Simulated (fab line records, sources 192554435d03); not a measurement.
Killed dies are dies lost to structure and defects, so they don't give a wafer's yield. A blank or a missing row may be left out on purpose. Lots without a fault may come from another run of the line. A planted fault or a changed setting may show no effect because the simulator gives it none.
Which tool did it? | flow n5_finfet | 14 lots, 42 wafers sampled, at 6 steps of a route of 1938

WHAT THE GAUGES READ, wafer by wafer
N5_BEOL_M3_CD_MEAS_18: pitch 36 nm, target cd 18 nm.
lot  | measured     | on        | cd_nm (nm)
L968 | day 8 05:23  | cd_sem-01 | 17.67 17.62 18.16
L971 | day 8 09:39  | cd_sem-01 | 17.98 18.19 18.20
L969 | day 8 17:58  | cd_sem-03 | 18.31 18.04 18.12
L972 | day 8 20:32  | cd_sem-03 | 18.16 17.59 18.26
L973 | day 9 04:25  | cd_sem-01 | 17.80 17.65 18.15
L975 | day 9 13:54  | cd_sem-01 | 18.12 18.32 17.83
L983 | day 11 14:47 | cd_sem-03 | - - -
L984 | day 11 22:40 | cd_sem-01 | - - -
L986 | day 12 15:07 | cd_sem-01 | 17.93 17.26 17.48
L985 | day 12 15:20 | cd_sem-02 | 17.74 17.85 17.60
L987 | day 12 16:35 | cd_sem-01 | 18.08 18.32 18.26
L989 | day 12 23:36 | cd_sem-03 | 17.86 18.03 18.19
L988 | day 13 05:25 | cd_sem-03 | 17.87 18.23 17.63
L990 | day 13 06:16 | cd_sem-01 | 17.50 17.20 17.80

N5_BEOL_M4_RC_MEAS_101.
lot  | measured     | on        | DIBL_N (mV/V)  | DIBL_P (mV/V)  | IOFF_N (nA/um) | IOFF_P (nA/um) | ION_N (uA/um) | ION_P (uA/um) | SS_N (mV/dec)  | SS_P (mV/dec)  | VT_N (mV)   | VT_P (mV)
L968 | day 9 10:38  | prober-02 | 37.8 42.0 34.8 | 36.2 40.1 33.9 | 0.15 0.27 0.13 | 0.21 0.27 0.18 | 666 682 680   | 459 458 468   | 71.6 73.9 71.1 | 72.7 74.7 72.6 | 250 245 252 | -249 -249 -251
L971 | day 9 15:41  | prober-02 | 36.5 34.4 33.4 | 36.7 34.7 32.6 | 0.15 0.12 0.11 | 0.19 0.16 0.14 | 653 667 650   | 448 453 442   | 71.6 71.0 70.7 | 73.3 72.7 71.6 | 254 254 257 | -258 -257 -257
L969 | day 10 02:23 | prober-02 | 37.3 33.2 34.2 | 37.3 32.7 34.5 | 0.16 0.11 0.13 | 0.25 0.18 0.20 | 690 685 676   | 480 474 477   | 71.2 70.0 70.5 | 73.6 72.5 72.5 | 248 253 251 | -247 -250 -249
L972 | day 10 06:55 | prober-02 | 35.6 37.4 34.8 | 35.6 37.6 36.4 | 0.12 0.16 0.13 | 0.20 0.22 0.21 | 653 651 661   | 462 448 462   | 71.6 72.3 70.8 | 72.9 73.5 73.2 | 255 252 253 | -250 -251 -248
L973 | day 10 10:27 | prober-02 | 35.9 37.2 36.9 | 36.8 37.1 37.2 | 0.17 0.17 0.16 | 0.24 0.22 0.23 | 691 664 670   | 476 455 462   | 71.0 72.0 72.5 | 73.7 74.0 74.4 | 249 251 252 | -249 -249 -249
L975 | day 10 22:46 | prober-01 | 36.2 36.9 35.3 | 36.5 37.1 35.5 | 0.14 0.16 0.13 | 0.21 0.23 0.20 | 674 673 674   | 459 467 465   | 71.4 71.7 71.0 | 73.3 74.2 73.5 | 256 251 251 | -252 -245 -250
L986 | day 13 09:16 | prober-02 | 40.8 35.1 36.6 | 42.0 35.6 36.8 | 0.26 0.14 0.16 | 0.32 0.21 0.21 | 692 663 676   | 467 457 462   | 72.9 71.1 71.7 | 74.4 73.1 73.4 | 245 251 250 | -245 -249 -251
L985 | day 13 13:35 | prober-02 | 38.5 39.1 37.1 | 37.6 38.6 36.5 | 0.19 0.21 0.17 | 0.21 0.23 0.20 | 674 693 686   | 453 471 466   | 72.4 72.5 71.5 | 74.1 74.6 73.9 | 246 247 246 | -251 -252 -253
L987 | day 14 07:06 | prober-01 | 37.4 37.4 38.9 | 38.4 38.9 38.7 | 0.16 0.17 0.18 | 0.22 0.25 0.24 | 678 667 654   | 468 455 452   | 71.0 71.4 72.4 | 74.4 73.9 74.9 | 251 253 254 | -249 -247 -249
L989 | day 14 07:49 | prober-02 | 38.0 39.0 37.8 | 37.2 39.1 36.6 | 0.19 0.23 0.18 | 0.26 0.31 0.25 | 699 682 674   | 472 467 463   | 71.8 71.8 72.4 | 73.5 74.1 73.6 | 249 245 248 | -244 -244 -245
L988 | day 14 14:19 | prober-02 | 38.1 35.2 35.7 | 37.1 34.2 34.4 | 0.19 0.14 0.14 | 0.25 0.19 0.21 | 669 680 678   | 458 466 474   | 71.4 71.2 71.6 | 73.8 72.6 73.6 | 249 251 249 | -248 -250 -248
L990 | day 14 16:10 | prober-01 | 37.0 36.8 38.7 | 38.4 38.0 39.6 | 0.17 0.17 0.20 | 0.22 0.24 0.26 | 674 676 694   | 467 459 470   | 71.4 72.2 72.2 | 73.3 74.1 73.6 | 251 248 249 | -250 -248 -248

WHICH TOOL RAN EACH LOT (tool, then ch and the chambers of the sampled wafers, then the start)
lot  | N5_BEOL_M2_ANNEAL_93         | N5_BEOL_M2_SPUTTER_96        | N5_BEOL_M2_CMP_52             | N5_BEOL_M3_HM_OPEN_17
L968 | pvd_sputter-01, day 8 02:44  | pvd_sputter-01, day 8 03:05  | cmp-02 ch 1,3, day 8 03:38    | rie_metal-01 ch 0,1, day 8 05:11
L971 | pvd_sputter-03, day 8 06:32  | pvd_sputter-03, day 8 06:53  | cmp-03 ch 0,2,3, day 8 07:53  | rie_metal-01 ch 0,1, day 8 09:28
L969 | pvd_sputter-01, day 8 15:21  | pvd_sputter-01, day 8 15:43  | cmp-04 ch 1,2, day 8 16:15    | rie_metal-03 ch 0, day 8 17:47
L972 | pvd_sputter-03, day 8 15:42  | pvd_sputter-03, day 8 16:04  | cmp-04 ch 1,2,3, day 8 16:38  | rie_metal-03 ch 0,1, day 8 20:14
L973 | pvd_sputter-03, day 9 00:58  | pvd_sputter-03, day 9 01:19  | cmp-02 ch 1,2,3, day 9 01:54  | rie_metal-01 ch 0,1, day 9 04:14
L975 | pvd_sputter-03, day 9 09:40  | pvd_sputter-03, day 9 10:01  | cmp-02 ch 1,2,3, day 9 10:44  | rie_metal-02 ch 0,1, day 9 13:44
L983 | pvd_sputter-02, day 11 10:52 | pvd_sputter-02, day 11 11:13 | cmp-02 ch 0,1,3, day 11 11:47 | rie_metal-03 ch 0,1, day 11 14:38
L984 | pvd_sputter-03, day 11 19:21 | pvd_sputter-03, day 11 19:43 | cmp-03 ch 0,1,2, day 11 20:14 | rie_metal-03 ch 0,1, day 11 22:28
L986 | pvd_sputter-03, day 12 10:19 | pvd_sputter-03, day 12 10:40 | cmp-02 ch 0,2,3, day 12 11:10 | rie_metal-01 ch 0,1, day 12 14:58
L985 | pvd_sputter-02, day 12 11:44 | pvd_sputter-02, day 12 12:06 | cmp-02 ch 0,1,2, day 12 12:40 | rie_metal-01 ch 0,1, day 12 15:09
L987 | pvd_sputter-03, day 12 13:02 | pvd_sputter-03, day 12 13:23 | cmp-04 ch 0,1, day 12 14:05   | rie_metal-02 ch 0,1, day 12 16:25
L989 | pvd_sputter-01, day 12 18:11 | pvd_sputter-01, day 12 18:32 | cmp-04 ch 0,3, day 12 19:02   | rie_metal-02 ch 0,1, day 12 22:43
L988 | pvd_sputter-01, day 12 22:55 | pvd_sputter-01, day 12 23:17 | cmp-03 ch 0,1, day 12 23:53   | rie_metal-03 ch 0,1, day 13 05:11
L990 | pvd_sputter-01, day 13 02:10 | pvd_sputter-01, day 13 02:31 | cmp-03 ch 0,1,3, day 13 03:03 | rie_metal-02 ch 0,1, day 13 06:02
- N5_BEOL_M2_ANNEAL_93: time 240 s.
- N5_BEOL_M2_SPUTTER_96: material Cu, target thk 4.5 nm, time 8.29 s.
- N5_BEOL_M2_CMP_52: polishes, stops on SiOC, t overpolish 6.8 s, target thk 40 nm.
- N5_BEOL_M3_HM_OPEN_17: chemistry Cl2/BCl3, target TiN, target depth 20 nm, overetch 6 nm.

WHAT THE TOOLS THEMSELVES READ (means of the sampled wafers that have a number; where no wafer has one, the mark that the record gives instead)
N5_BEOL_M2_ANNEAL_93.
lot  | tool           | heater_power_w (W) | susceptor_temp_C (C)
L968 | pvd_sputter-01 | 869                | 400.23
L971 | pvd_sputter-03 | 865                | 400.02
L969 | pvd_sputter-01 | 762                | 399.85
L972 | pvd_sputter-03 | 866                | 399.98
L973 | pvd_sputter-03 | 810                | 400.19
L975 | pvd_sputter-03 | 870                | 400.14
L983 | pvd_sputter-02 | 834                | 400.04
L984 | pvd_sputter-03 | 885                | 399.90
L986 | pvd_sputter-03 | 933                | 400.11
L985 | pvd_sputter-02 | 866                | 400.22
L987 | pvd_sputter-03 | 839                | 400.04
L989 | pvd_sputter-01 | 862                | 399.87
L988 | pvd_sputter-01 | 792                | 400.03
L990 | pvd_sputter-01 | 790                | 399.94

N5_BEOL_M2_SPUTTER_96.
lot  | tool           | susceptor_temp_C (C) | throttle_valve_pct (%)
L968 | pvd_sputter-01 | -20.07               | 29.8
L971 | pvd_sputter-03 | -20.05               | 30.3
L969 | pvd_sputter-01 | -19.97               | 29.5
L972 | pvd_sputter-03 | -20.04               | 30.4
L973 | pvd_sputter-03 | -20.05               | 30.9
L975 | pvd_sputter-03 | -19.96               | 30.3
L983 | pvd_sputter-02 | -20.03               | 30.4
L984 | pvd_sputter-03 | -19.97               | 30.6
L986 | pvd_sputter-03 | -19.96               | 30.1
L985 | pvd_sputter-02 | -20.05               | 29.7
L987 | pvd_sputter-03 | -20.07               | 30.9
L989 | pvd_sputter-01 | -20.10               | 29.1
L988 | pvd_sputter-01 | -20.14               | 29.6
L990 | pvd_sputter-01 | -20.04               | 29.5

N5_BEOL_M2_CMP_52.
lot  | tool   | barrier_field_endpoint_s (s) | clearing_platen_down_force_psi (psi) | motor_current_A (A) | overpolish_run_s (s) | time_to_endpoint_s (s)
L968 | cmp-02 | 25.3                         | 1.4971                               | 7.1                 | 6.798                | 62.1
L971 | cmp-03 | 24.8                         | 1.5000                               | 6.4                 | 6.793                | 64.0
L969 | cmp-04 | 25.1                         | 1.5010                               | 6.5                 | 6.801                | 61.4
L972 | cmp-04 | 24.9                         | 1.4990                               | 6.3                 | 6.795                | 61.2
L973 | cmp-02 | 24.0                         | 1.4981                               | 6.3                 | 6.798                | 56.9
L975 | cmp-02 | 24.8                         | 1.5004                               | 6.5                 | 6.797                | 62.9
L983 | cmp-02 | 25.1                         | 1.4997                               | 6.7                 | 6.797                | 58.7
L984 | cmp-03 | 24.2                         | 1.5023                               | 6.3                 | 6.796                | 60.9
L986 | cmp-02 | 24.6                         | 1.4973                               | 6.5                 | 6.797                | 62.9
L985 | cmp-02 | 24.9                         | 1.5006                               | 6.4                 | 6.797                | 59.7
L987 | cmp-04 | 25.6                         | 1.5009                               | 5.6                 | 6.811                | 65.6
L989 | cmp-04 | 25.1                         | 1.5017                               | 5.4                 | 6.796                | 60.9
L988 | cmp-03 | 24.5                         | 1.5042                               | 6.4                 | 6.805                | 64.0
L990 | cmp-03 | 25.7                         | 1.4987                               | 6.2                 | 6.796                | 61.2

N5_BEOL_M3_HM_OPEN_17.
lot  | tool         | bcl3_flow_sccm (sccm) | bias_w (W) | drypump_motor_current_A (A) | oes_product_au (a.u.) | throttle_valve_pct (%)
L968 | rie_metal-01 | 21.74                 | 126.0      | 5.7                         | 0.65                  | 22.24
L971 | rie_metal-01 | 21.83                 | 125.9      | 5.9                         | 0.62                  | 22.08
L969 | rie_metal-03 | 21.63                 | 126.0      | 5.2                         | 0.59                  | 22.55
L972 | rie_metal-03 | 21.74                 | 125.7      | 5.2                         | 0.59                  | 22.37
L973 | rie_metal-01 | 21.77                 | 126.3      | 5.9                         | 0.62                  | 22.07
L975 | rie_metal-02 | 21.76                 | 126.3      | 5.8                         | 0.67                  | 22.33
L983 | rie_metal-03 | -                     | -          | -                           | -                     | -
L984 | rie_metal-03 | -                     | -          | -                           | -                     | -
L986 | rie_metal-01 | 21.75                 | 126.3      | 5.9                         | 0.59                  | 22.10
L985 | rie_metal-01 | 21.65                 | 126.1      | 5.9                         | 0.60                  | 22.09
L987 | rie_metal-02 | 21.76                 | 125.8      | 5.5                         | 0.81                  | 22.14
L989 | rie_metal-02 | 21.72                 | 126.4      | 5.5                         | 0.81                  | 22.14
L988 | rie_metal-03 | 21.75                 | 126.1      | 5.2                         | 0.57                  | 22.40
L990 | rie_metal-02 | 21.67                 | 125.7      | 5.5                         | 0.81                  | 22.13

THE ANSWER, worked out from the rows above alone
Rule: what is usual is taken from the lots themselves. Put in order of their means at a reading, lots are off if they are a third of the lots or fewer, leave a main group of 4 or more, and stand apart from it by a gap of 3 or more times the standard deviation of the main group's means; of several such gaps the widest counts. A main group whose means are all the same, to the digits that the tables above print for the reading, isn't used. A lot without any number at a reading at which 4 lots or more have one is off too. The other lots that the step has rows for count as sound. The gauges are gone through in route order, then the tools' own readings, and for those a lot's mean is taken as printed above. The first step at which some lot is off is used, and at that step the reading that is off furthest; a lot without a number counts as furthest.
Off: L983, L984, at N5_BEOL_M3_CD_MEAS_18 (cd_nm). Without a number there: L983, L984. The main group: mean 17.92 nm, standard deviation 0.22.
A tool fits if, at a process step before that reading, it ran every lot that is off, and no sound lot after the first of them. The gauges at N5_BEOL_M3_CD_MEAS_18 aren't tried: what is off there is off at N5_BEOL_M3_HM_OPEN_17 too, on other tools, and a gauge's error can't cause that. None of those tried fits.

WHAT THE SIMULATOR HAD PUT IN
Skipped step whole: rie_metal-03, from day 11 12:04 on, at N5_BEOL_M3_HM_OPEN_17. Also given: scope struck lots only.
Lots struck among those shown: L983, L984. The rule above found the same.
